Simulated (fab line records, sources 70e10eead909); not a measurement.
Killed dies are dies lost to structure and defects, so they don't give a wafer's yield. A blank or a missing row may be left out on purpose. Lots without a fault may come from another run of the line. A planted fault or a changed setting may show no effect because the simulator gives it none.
A struck lot beside a sound one | flow nand_harc | 41 steps out of a route of 1302
Sound: wafers L659.1, L659.4, L659.5. Struck: wafers L680.1, L680.4, L680.6. The cause comes at the end.
At each step with rows: each side's tool, then ch and its chambers, then its first start. Under that, the readings that differ: sound wafers | struck wafers | difference of the means | sigmas: that difference in standard deviations of wafers without a fault.
alike: readings whose means differ by less than 2 such deviations, and words and numbers that are the same on both sides. not compared: withheld readings, readings that some wafer has no value for, bounds like >300 that may hide the same value, and numbers for which the record gives no deviation and whose values overlap.
The two part at a step that has a row with sigmas, a row that says differs or no value, or rows on one side only. Numbers that don't overlap but have no deviation are shown without sigmas and don't part them. A reading that every wafer of one side lacks parts them only if that side has two wafers or more.

NHARC_A_CHANNEL_FILL_D2_ALD_02: deposits SiO2, target thk 6 nm, pulse time 10 s, ald cycles 60.
  sound on ald_hk-01 ch 0,2, day 14 16:23; struck on ald_hk-01 ch 1,2,3, day 22 18:43
  alike: heater_power_w, precursor_pulse_height_rel
then, 2 steps without rows for these wafers: NHARC_A_CHANNEL_FILL_D2_ALD_03 (deposits SiNx, target thk 6 nm, pulse time 60 s, ald cycles 58); NHARC_A_CHANNEL_FILL_D2_ALD_14 (deposits SiO2, target thk 2.5 nm, pulse time 10 s, ald cycles 25).
NHARC_A_CHANNEL_FILL_D2_ALD_15: deposits SiNx, target thk 2 nm, pulse time 60 s, ald cycles 19.
  sound on ald_sin_batch-01 ch 0; struck on ald_sin_batch-03 ch 0
  alike: chamber_pressure_Torr, precursor_pulse_height_rel
then, 5 steps without rows for these wafers: NHARC_A_CHANNEL_FILL_D2_ALD_16 (deposits SiO2, target thk 1.5 nm, pulse time 10 s, ald cycles 15); NHARC_A_CHANNEL_FILL_D2_ANNEAL_17 (time 1800 s); NHARC_A_CHANNEL_FILL_D2_CVD_18 (deposits poly-Si, target thk 3 nm); NHARC_A_CHANNEL_FILL_D2_ETCHBACK_19 (etches the open film in HBr/Cl2, target depth 5 nm, time 1.7 s); NHARC_A_CHANNEL_FILL_D2_ETCHBACK_20 (etches the open film in C4F8/O2/Ar, target depth 27 nm, time 13.5 s).
NHARC_A_CHANNEL_FILL_D2_STRIP_28: strips in O2, time 20 s.
  sound on rie_diel-01 ch 0,2, day 15 17:58; struck on rie_diel-01 ch 1,2,3, day 23 17:14
  alike: drypump_motor_current_A, oes_product_au, rf_vpp_V, showerhead_plenum_p_Torr, throttle_valve_pct
  not compared: rf_hours_counter_h
then, 2 steps without rows for these wafers: NHARC_A_CHANNEL_FILL_D2_PRECLEAN_21 (cleans in dHF, time 30 s); NHARC_A_CHANNEL_FILL_D2_SRD_23.
NHARC_A_CHANNEL_FILL_D2_CVD_05: deposits poly-Si, target thk 5 nm.
  sound on lpcvd_poly-03 ch 0, day 15 20:26; struck on lpcvd_poly-01 ch 0, day 23 19:37
  reading            | sound             | struck            | difference | sigmas
  spike_tc_top_C (C) | 575.1 575.9 578.5 | 573.4 572.8 571.2 | -4.0       | -2
then, 1 step without rows for these wafers: NHARC_A_CHANNEL_FILL_D2_ANNEAL_22 (time 7200 s).
NHARC_A_CHANNEL_FILL_D2_THK_MEAS_06: measures by ellipsometry.
  sound on film_metro-02, day 16 07:54; struck on film_metro-01, day 24 04:52
  reading     | sound       | struck      | difference | sigmas
  thk_nm (nm) | 5.3 4.0 3.7 | 7.3 7.3 6.3 | +2.6       | +3
then, 9 steps without rows for these wafers: NHARC_A_CHANNEL_FILL_D2_ALD_25 (deposits SiOx, target thk 60 nm, pulse time 10 s, ald cycles 600); NHARC_A_CHANNEL_FILL_D2_ETCHBACK_08 (etches the open film in C4F8, target depth 220 nm, time 110 s); NHARC_A_CHANNEL_FILL_D2_STRIP_29 (strips in O2, time 20 s); NHARC_A_CHANNEL_FILL_D2_PRECLEAN_30 (cleans in dHF, time 30 s); NHARC_A_CHANNEL_FILL_D2_SRD_31; NHARC_A_CHANNEL_FILL_D2_CVD_09 (deposits poly-Si, target thk 150 nm, time 3000 s); NHARC_A_CHANNEL_FILL_D2_CMP_10 (polishes, target thk 150 nm); NHARC_A_CHANNEL_FILL_D2_SRD_12; NHARC_A_CHANNEL_FILL_D2_RTA_24 (time 5 s).
NHARC_A_CHANNEL_FILL_D2_INSPECT_13:
  sound on defect_inspect-02, day 16 19:54; struck on defect_inspect-02, day 24 16:57
  reading          | sound       | struck      | difference | sigmas
  raw_defect_count | 510 766 550 | 230 318 210 | -356       | -4
NHARC_A_STAIRCASE_DEP_156: deposits SiNx, target thk 50 nm.
  sound on pecvd-02 ch 0,1, day 16 20:02; struck on pecvd-04 ch 1,2, day 24 17:05
  alike: heater_power_w, rf_fwd_power_W
then, 12 steps without rows for these wafers: NHARC_A_STAIRCASE_DEHYDRATE_158 (time 120 s); NHARC_A_STAIRCASE_HMDS_159 (time 30 s); NHARC_A_STAIRCASE_COAT_160; NHARC_A_STAIRCASE_SOFTBAKE_161 (time 170 s); NHARC_A_STAIRCASE_EBR_162; NHARC_A_STAIRCASE_EXPOSE_163 (exposes mask STAIR OPEN); NHARC_A_STAIRCASE_PEB_164 (peb time 130 s); NHARC_A_STAIRCASE_DEVELOP_165 (time 140 s); NHARC_A_STAIRCASE_HARDBAKE_167 (time 140 s); NHARC_A_STAIRCASE_DESCUM_168 (chemistry O2, time 3 s); NHARC_A_STAIRCASE_ETCH_169 (etches the open film in CH3F/O2, target depth 50 nm, time 107.1 s); NHARC_A_STAIRCASE_ETCH_170 (etches the open film in C4F6/O2, target depth 200 nm, time 66.667 s).
NHARC_A_STAIRCASE_STRIP_171: strips in O2.
  sound on plasma_asher-02 ch 0,1, day 16 21:19; struck on plasma_asher-01 ch 0,1, day 24 18:20
  alike: drypump_motor_current_A, heater_power_w, temp_c
  not compared: rf_hours_counter_h
-- the record jumps here: 9 days lie between the struck wafers' starts before and after (it left off in module A_STAIRCASE and takes up again in module END, whose first step shown is number 1301 of the route) --
NHARC_END_WLT_00:
  sound on prober-01, day 25 16:45; struck on prober-02, day 33 12:39
  reading                           | sound             | struck            | difference | sigmas
  VT_DECK1_TOP_INNER                | 0.884 0.892 0.886 | 0.902 0.904 0.904 | +0.016     | +2
  VT_DECK2_BOTTOM                   | 0.864 0.868 0.874 | 0.948 0.957 0.959 | +0.086     | +12
  VT_DECK2_BOTTOM_INNER             | 0.860 0.860 0.869 | 0.955 0.958 0.949 | +0.091     | +13
  VT_DECK2_MEDIAN_NEAR_BOTTOM       | 0.866 0.879 0.872 | 0.956 0.953 0.955 | +0.082     | +10
  VT_DECK2_MEDIAN_NEAR_BOTTOM_INNER | 0.865 0.865 0.876 | 0.952 0.949 0.957 | +0.084     | +12
  VT_DECK2_MIDDLE                   | 0.876 0.878 0.881 | 0.962 0.963 0.971 | +0.087     | +12
  VT_DECK2_MIDDLE_INNER             | 0.875 0.876 0.877 | 0.966 0.972 0.974 | +0.095     | +12
  VT_DECK2_TOP                      | 0.885 0.889 0.890 | 0.986 0.986 0.985 | +0.098     | +13
  VT_DECK2_TOP_INNER                | 0.883 0.891 0.898 | 0.980 0.979 0.981 | +0.089     | +12
  alike: VT_DECK1_BOTTOM, VT_DECK1_BOTTOM_INNER, VT_DECK1_MEDIAN_NEAR_BOTTOM, VT_DECK1_MEDIAN_NEAR_BOTTOM_INNER, VT_DECK1_MIDDLE, VT_DECK1_MIDDLE_INNER, VT_DECK1_TOP
then, 1 step without rows for these wafers: NHARC_END_SORT_01.

WHERE THEY PART
First at NHARC_A_CHANNEL_FILL_D2_CVD_05; last, within this record, at NHARC_END_WLT_00.

WHY: what the simulator had put in
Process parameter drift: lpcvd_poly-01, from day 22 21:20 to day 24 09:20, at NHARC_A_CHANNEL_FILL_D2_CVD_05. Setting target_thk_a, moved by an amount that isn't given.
